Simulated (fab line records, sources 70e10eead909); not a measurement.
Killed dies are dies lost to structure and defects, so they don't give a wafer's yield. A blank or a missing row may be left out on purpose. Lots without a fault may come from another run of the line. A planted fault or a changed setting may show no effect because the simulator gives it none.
Chamber matching | flow nand_harc | NHARC_P_BONDPAD_DESCUM_11 on rie_diel-13: 4 sister chambers
The step chemistry O2, time 3 s. 33 wafers are shown with their chamber, then 12 later ones without.

WAFERS WITH THEIR CHAMBER
wafer  | chamber | showerhead_plenum_p_Torr (Torr) | drypump_motor_current_A (A) | oes_product_au (a.u.)
L074.1 | 1       | 2.00                            | 5.6                         | 1.028
L074.5 | 2       | 2.03                            | 5.6                         | 0.973
L074.6 | 3       | 2.05                            | 6.4                         | 0.993
L075.2 | 3       | 2.05                            | 6.3                         | 0.989
L075.3 | 0       | 2.01                            | 6.1                         | 0.997
L075.4 | 2       | 2.03                            | 5.6                         | 0.994
L079.2 | 2       | 2.03                            | 5.6                         | 0.981
L079.3 | 0       | 2.01                            | 6.0                         | 1.000
L079.6 | 0       | 2.01                            | 6.1                         | 0.989
L080.1 | 3       | 2.05                            | 6.4                         | 0.989
L080.2 | 0       | 2.01                            | 6.0                         | 0.990
L080.6 | 1       | 2.00                            | 5.6                         | 1.039
L081.2 | 0       | 2.01                            | 6.1                         | 1.001
L081.3 | 3       | 2.05                            | 6.4                         | 0.985
L081.5 | 3       | 2.05                            | 6.4                         | 0.990
L083.2 | 1       | 2.00                            | 5.7                         | 1.030
L083.5 | 3       | 2.04                            | 6.4                         | 0.984
L083.6 | 2       | 2.03                            | 5.6                         | 0.981
L084.1 | 2       | 2.03                            | 5.6                         | 0.983
L084.4 | 3       | 2.04                            | 6.4                         | 0.988
L084.5 | 0       | 2.01                            | 6.1                         | 1.002
L087.2 | 0       | 2.01                            | 6.0                         | 1.010
L087.3 | 3       | 2.04                            | 6.4                         | 0.996
L087.4 | 2       | 2.03                            | 5.6                         | 0.986
L089.2 | 0       | 2.01                            | 6.0                         | 0.993
L089.3 | 2       | 2.03                            | 5.6                         | 0.974
L089.6 | 3       | 2.04                            | 6.4                         | 0.990
L090.1 | 1       | 2.00                            | 5.7                         | 1.023
L090.3 | 0       | 2.01                            | 6.1                         | 1.003
L090.5 | 3       | 2.04                            | 6.3                         | 0.990
L091.2 | 2       | 2.03                            | 5.6                         | 0.969
L091.3 | 3       | 2.04                            | 6.4                         | 0.995
L091.4 | 1       | 2.00                            | 5.6                         | 1.027

SIGNATURES (means of the wafers above)
reading                  | chamber 0 | chamber 1 | chamber 2 | chamber 3 | scatter within a chamber
showerhead_plenum_p_Torr | 2.0100    | 2.0000    | 2.0300    | 2.0445    | 0.00307
drypump_motor_current_A  | 6.056     | 5.640     | 5.600     | 6.382     | 0.0418
oes_product_au           | 0.99833   | 1.02940   | 0.98013   | 0.98991   | 0.00614
Rule: a wafer's distance from a chamber is the root of the sum, over the readings, of the square of ((its reading less the chamber's mean) divided by the reading's scatter). The wafer belongs to the nearest chamber; if the next one is less than 2 further off, it can't be placed. The scatter: the root of (the sum of the squares of (reading less its chamber's mean) over the shown wafers, divided by (wafers less chambers)).

WAFERS WITHOUT THEIR CHAMBER
wafer  | showerhead_plenum_p_Torr (Torr) | drypump_motor_current_A (A) | oes_product_au (a.u.)
L092.1 | 2.00                            | 5.7                         | 1.025
L092.2 | 2.04                            | 6.4                         | 0.977
L092.4 | 2.03                            | 5.6                         | 0.968
L095.2 | 2.03                            | 5.6                         | 0.976
L095.3 | 2.01                            | 6.0                         | 0.987
L095.6 | 2.00                            | 5.7                         | 1.033
L097.2 | 2.00                            | 5.7                         | 1.024
L097.3 | 2.01                            | 6.0                         | 0.991
L097.5 | 2.04                            | 6.3                         | 0.988
L096.3 | 2.00                            | 5.6                         | 1.023
L096.4 | 2.04                            | 6.4                         | 0.981
L096.6 | 2.00                            | 5.7                         | 1.029

WHICH CHAMBER EACH WENT THROUGH
wafer  | from the rows above | in truth
L092.1 | 1                   | 1
L092.2 | 3                   | 3
L092.4 | 2                   | 2
L095.2 | 2                   | 2
L095.3 | 0                   | 0
L095.6 | 1                   | 1
L097.2 | 1                   | 1
L097.3 | 0                   | 0
L097.5 | 3                   | 3
L096.3 | 1                   | 1
L096.4 | 3                   | 3
L096.6 | 1                   | 1
Placed correctly: 12 of 12. Can't be placed from these rows: 0. Placed wrongly: 0.
